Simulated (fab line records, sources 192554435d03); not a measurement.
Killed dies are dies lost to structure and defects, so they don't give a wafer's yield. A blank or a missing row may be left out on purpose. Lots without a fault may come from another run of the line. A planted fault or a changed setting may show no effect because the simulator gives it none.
A struck lot beside a sound one | flow n5_finfet | 14 steps out of a route of 1938
Sound: wafers L443.2, L443.5, L443.6. Struck: wafers L456.2, L456.4, L456.5. The cause comes at the end.
At each step with rows: each side's tool, then ch and its chambers, then its first start. Under that, the readings that differ: sound wafers | struck wafers | difference of the means | sigmas: that difference in standard deviations of wafers without a fault.
alike: readings whose means differ by less than 2 such deviations, and words and numbers that are the same on both sides. not compared: withheld readings, readings that some wafer has no value for, bounds like >300 that may hide the same value, and numbers for which the record gives no deviation and whose values overlap.
The two part at a step that has a row with sigmas, a row that says differs or no value, or rows on one side only. Numbers that don't overlap but have no deviation are shown without sigmas and don't part them. A reading that every wafer of one side lacks parts them only if that side has two wafers or more.

N5_FIN_SAQP_HM_DEP_03: deposits SiNx from SiH4/NH3/N2, target thk 38 nm, time 33.6 s.
  sound on pecvd-04 ch 0,1, day 3 04:14; struck on pecvd-01 ch 0,1, day 6 09:38
  alike: heater_power_w, showerhead_plenum_p_Torr, throttle_valve_pct
N5_FIN_SAQP_THK_MEAS_05:
  sound on film_metro-02, day 3 04:19; struck on film_metro-01, day 6 09:44
  alike: thk_nm
N5_FIN_SAQP_PECVD_47: deposits a-Si from SiH4/He, target thk 45 nm, time 36.3 s.
  sound on pecvd-03 ch 0,1, day 3 04:22; struck on pecvd-03 ch 0,2, day 6 09:46
  alike: heater_power_w, showerhead_plenum_p_Torr, throttle_valve_pct
N5_FIN_SAQP_PECVD_48: deposits SiNx from SiH4/NH3/N2, target thk 25 nm, time 22.1 s.
  sound on pecvd-03 ch 0,1, day 3 04:25; struck on pecvd-03 ch 0,2, day 6 09:48
  alike: heater_power_w, showerhead_plenum_p_Torr, throttle_valve_pct
N5_FIN_SAQP_PECVD_06: deposits a-Si from SiH4/He, target thk 60 nm, time 48.1 s.
  sound on pecvd-03 ch 0,1, day 3 04:29; struck on pecvd-03 ch 0,2, day 6 09:50
  alike: heater_power_w, showerhead_plenum_p_Torr, throttle_valve_pct
N5_FIN_SAQP_THK_MEAS_07:
  sound on film_metro-01, day 3 04:35; struck on film_metro-02, day 6 09:56
  alike: thk_nm
N5_FIN_SAQP_HM_DEP_72: deposits SiO2 from SiH4/N2O, target thk 12 nm, time 7.2 s.
  sound on pecvd-01 ch 0,1, day 3 04:38; struck on pecvd-04 ch 1,2, day 6 09:58
  alike: heater_power_w, showerhead_plenum_p_Torr
then, 5 steps without rows for these wafers: N5_FIN_SAQP_COAT_49 (time 60 s, resist thk 100 nm); N5_FIN_SAQP_COAT_50 (time 60 s, resist thk 35 nm); N5_FIN_SAQP_COAT_10 (resist thk 90 nm); N5_FIN_SAQP_EBR_12; N5_FIN_SAQP_SOFTBAKE_11 (time 60 s).
N5_FIN_SAQP_EXPOSE_13: exposes mask FIN CORE, target cd 35.6 nm.
  sound on arfi_scanner-02 ch 0, day 3 04:50; struck on arfi_scanner-03, day 6 10:18
  no value came back on the struck wafers for dipole_opening_deg (degrees), exposure_dose_mJ_cm2, reticle_temp_C (C); on the sound wafers dipole_opening_deg (degrees) reads 40 40 40
  alike: mask
then, 1 step without rows for these wafers: N5_FIN_SAQP_PEB_14 (peb time 60 s).

WHERE THEY PART
Only at N5_FIN_SAQP_EXPOSE_13, within this record.

WHY: what the simulator had put in
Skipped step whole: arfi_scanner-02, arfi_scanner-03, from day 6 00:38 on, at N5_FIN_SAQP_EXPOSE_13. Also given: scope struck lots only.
